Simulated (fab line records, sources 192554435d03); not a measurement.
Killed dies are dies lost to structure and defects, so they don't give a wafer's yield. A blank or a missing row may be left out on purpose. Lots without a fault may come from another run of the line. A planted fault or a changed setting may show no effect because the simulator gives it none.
Split-lot experiment | flow n5_finfet | 7 lots, 39 wafers read, on a route of 1938 steps

THE SPLIT
At N5_SDB_ETCH_25 (etches SiO2 in C4F6/O2, target depth 10 nm, time 3.3 s), the setting time_s was moved away from the recipe's 3.3 s on 18 of the 39 wafers read, by -44.0% to +43.4%. The other wafers ran this setting at the recipe's value.

The reading is taken at the split's own step.

THE READING
etch.depth_nm (the simulator's own value, which no gauge read), in nm, at N5_SDB_ETCH_25 (etches SiO2 in C4F6/O2, target depth 10 nm, time 3.3 s). The file gives no usual value for it. The 21 wafers here that ran the recipe average 10.031 nm, standard deviation 0.14 nm.

wafer  | tool, chamber at the split | time_s as run, s | against the recipe | etch.depth_nm, nm | against lot-mates on the recipe
L077.1 | rie_diel-03, 1             | 3.3              | recipe             | 10.11             | -
L077.2 | rie_diel-03, 2             | 2.784            | -15.6%             | 8.482             | -1.522
L077.3 | rie_diel-03, 0             | 2.784            | -15.6%             | 8.294             | -1.710
L077.4 | rie_diel-03, 0             | 3.3              | recipe             | 9.833             | -
L077.5 | rie_diel-03, 2             | 2.784            | -15.6%             | 8.535             | -1.469
L077.6 | rie_diel-03, 1             | 3.3              | recipe             | 10.07             | -
L089.1 | rie_diel-03, 0             | 4.104            | +24.4%             | 12.26             | +2.203
L089.2 | rie_diel-03, 2             | 4.104            | +24.4%             | 12.48             | +2.423
L089.3 | rie_diel-03, 3             | 3.3              | recipe             | 10.06             | -
L089.4 | rie_diel-03, 3             | 3.3              | recipe             | 10.03             | -
L089.5 | rie_diel-03, 0             | 4.104            | +24.4%             | 12.21             | +2.153
L089.6 | rie_diel-03, 2             | 3.3              | recipe             | 10.08             | -
L091.1 | rie_diel-01, 0             | 2.212            | -33.0%             | 6.679             | -3.441
L091.2 | rie_diel-01, 3             | 3.3              | recipe             | 10.26             | -
L091.3 | rie_diel-01, 2             | 3.3              | recipe             | 9.87              | -
L091.4 | rie_diel-01, 1             | 2.212            | -33.0%             | 6.681             | -3.439
L091.5 | rie_diel-01, 3             | 3.3              | recipe             | 10.23             | -
L091.6 | rie_diel-01, 0             | 2.212            | -33.0%             | 6.645             | -3.475
L093.1 | rie_diel-04, 0             | 4.368            | +32.4%             | 13.56             | +3.580
L093.2 | rie_diel-04, 3             | 4.368            | +32.4%             | 13.26             | +3.280
L093.3 | rie_diel-04, 2             | 3.3              | recipe             | 9.874             | -
L093.4 | rie_diel-04, 3             | 4.368            | +32.4%             | 13.2              | +3.220
L093.5 | rie_diel-04, 0             | 3.3              | recipe             | 10.25             | -
L093.6 | rie_diel-04, 2             | 3.3              | recipe             | 9.815             | -
L094.1 | rie_diel-04, 3             | 1.848            | -44.0%             | 5.53              | -4.486
L094.2 | rie_diel-04, 1             | 1.848            | -44.0%             | 5.579             | -4.437
L094.3 | rie_diel-04, 0             | 3.3              | recipe             | 10.09             | -
L094.4 | rie_diel-04, 2             | 3.3              | recipe             | 9.808             | -
L094.5 | rie_diel-04, 0             | 3.3              | recipe             | 10.15             | -
L094.6 | rie_diel-04, 1             | 1.848            | -44.0%             | 5.569             | -4.447
L095.1 | rie_diel-03, 2             | 4.732            | +43.4%             | 14.27             | +4.187
L095.5 | rie_diel-03, 2             | 4.732            | +43.4%             | 14.27             | +4.187
L095.2 | rie_diel-03, 1             | 3.3              | recipe             | 10.17             | -
L095.3 | rie_diel-03, 3             | 3.3              | recipe             | 10.09             | -
L095.4 | rie_diel-03, 0             | 4.732            | +43.4%             | 14.63             | +4.547
L095.6 | rie_diel-03, 3             | 3.3              | recipe             | 9.989             | -
L097.1 | rie_diel-04, 0             | 3.3              | recipe             | 10.11             | -
L097.3 | rie_diel-04, 3             | 3.3              | recipe             | 9.879             | -
L097.6 | rie_diel-04, 3             | 3.3              | recipe             | 9.875             | -

THE FIT
A straight line over all 39 wafers: etch.depth_nm changes by +0.101 nm for each +1% of time_s; r = +1.00; the points scatter about the line by 0.14 nm.
The same after taking each lot's own level away (the mean of its wafers on the recipe; 39 wafers): +0.101 nm for each +1%; r = +1.00; scatter 0.15 nm.
On that fit, the largest move of time_s shifts the reading by 4.4 nm.
The lots' own levels span 9.9547 to 10.1200 nm, that is 1.2 times the standard deviation above.
So the lot-to-lot level changes the slope little: the two slopes agree.
Check: with one of the wafers moved furthest among these (-44.0%) left out of the fit, the line predicts -4.46 nm for it against its lot-mates. It came out at -4.49 nm against them.

OTHER SPLITS ON THESE WAFERS
These wafers also went through other splits before the reading. Each is held against what the fit with the lots' levels taken away leaves over:
other split on the same wafers        | wafers away from the commonest value | r with etch.depth_nm (lot level and that fit taken away)
N5_ZERO_LAYER_PECVD_02 time_s         | 9                                    | -0.18
N5_FIN_SAQP_DEVELOP_15 develop_time_s | 15                                   | +0.16
N5_SD_EPI_N_EPI_21 epi_growth_time_s  | 6                                    | -0.11

THE FILE'S OWN FIT
etch.depth_nm changes by +0.101 nm for each +1% of time_s, r = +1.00.
